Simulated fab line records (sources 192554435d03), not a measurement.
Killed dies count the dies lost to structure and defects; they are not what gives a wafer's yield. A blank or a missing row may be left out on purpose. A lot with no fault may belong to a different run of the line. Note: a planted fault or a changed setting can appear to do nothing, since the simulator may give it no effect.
Chamber matching	flow n5_finfet	N5_BEOL_M4_DEP_57 on pecvd-02 has 3 sister chambers
The step deposits SiCN from 3MS/NH3, target thk 8 nm, time 14 s. 6 wafers are shown with their chamber, then 7 later ones without.

## EACH WAFER AND ITS CHAMBER
wafer	chamber	showerhead_vpp_V (V)	throttle_valve_pct (%)
L074.6	0	924	9.0
L079.3	0	915	9.0
L087.3	1	937	9.4
L087.5	2	835	8.0
L091.1	1	915	9.3
L091.2	2	823	8.4

## WAFERS WITHOUT THEIR CHAMBER
wafer	showerhead_vpp_V (V)	throttle_valve_pct (%)
L091.4	826	8.3
L090.2	933	9.2
L090.4	822	8.3
L090.5	924	8.9
L093.1	921	9.2
L093.5	914	8.9
L093.6	928	9.2

## WHICH CHAMBER EACH ONE RAN IN
wafer	from the rows above	in truth
L091.4	2	2
L090.2	can't be placed: 1 or 0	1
L090.4	2	2
L090.5	can't be placed: 0 or 1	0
L093.1	can't be placed: 1 or 0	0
L093.5	0	0
L093.6	can't be placed: 1 or 0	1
Correctly placed: 3 of 7. Not placeable from these rows: 4 (in 4, the candidates include the true chamber). Placed wrongly: 0.
How it was worked out, from the rows above alone: a wafer's distance from a chamber is the root of the sum, over the readings, of the square of ((its reading less the chamber's mean) divided by the reading's scatter). The wafer belongs to the nearest chamber; if the next one is less than 2 further off, it can't be placed. Each chamber's mean is taken over the wafers shown for it. The scatter is the square root of a quotient: the sum, over the shown wafers, of each reading's squared deviation from its chamber's mean, divided by wafers minus chambers.
